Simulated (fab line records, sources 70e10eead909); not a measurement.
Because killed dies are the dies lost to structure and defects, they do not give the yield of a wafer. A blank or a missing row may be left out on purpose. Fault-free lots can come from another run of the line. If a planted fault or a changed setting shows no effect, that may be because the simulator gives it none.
Matching of chambers    flow nand_harc    NHARC_A_CHANNEL_FILL_D2_ALD_25 on ald_hk-04 has 4 sister chambers
The step deposits SiOx, target thk 60 nm, pulse time 10 s, ald cycles 600. 4 wafers are shown with their chamber, then 11 later ones without.

WAFERS WITH THEIR CHAMBER
wafer   chamber  heater_power_w (W)
L084.3  3        494
L084.5  1        446
L084.6  2        529
L086.2  0        524

WAFERS MISSING THEIR CHAMBER
wafer   heater_power_w (W)
L086.5  513
L086.6  462
L093.1  435
L093.5  444
L093.6  525
L094.2  528
L094.1  523
L094.5  494
L095.2  506
L095.4  538
L095.5  512

THE CHAMBER EACH PASSED THROUGH
wafer   from the rows above           in truth
L086.5  can't be placed: 0 or 2 or 3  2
L086.6  can't be placed: 1 or 3       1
L093.1  1                             1
L093.5  1                             1
L093.6  can't be placed: 0 or 2       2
L094.2  can't be placed: 2 or 0       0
L094.1  can't be placed: 0 or 2       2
L094.5  3                             3
L095.2  can't be placed: 3 or 0 or 2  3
L095.4  can't be placed: 2 or 0       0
L095.5  can't be placed: 0 or 2 or 3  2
3 of 11 placed correctly. Cannot be placed on the basis of these rows: 8; the candidates contain the true chamber in 8. Placed wrongly: 0.
How it was worked out, from the rows above alone: a wafer's distance from a chamber is the root of the sum, over the readings, of the square of ((its reading less the chamber's mean) divided by the reading's scatter). The wafer belongs to the nearest chamber; if the next one is less than 2 further off, it can't be placed. Each chamber's mean is taken over the wafers shown for it. The scatter (one wafer shown for each chamber): square how far every hidden wafer sits from the nearest shown wafer, average those squares and take the square root.
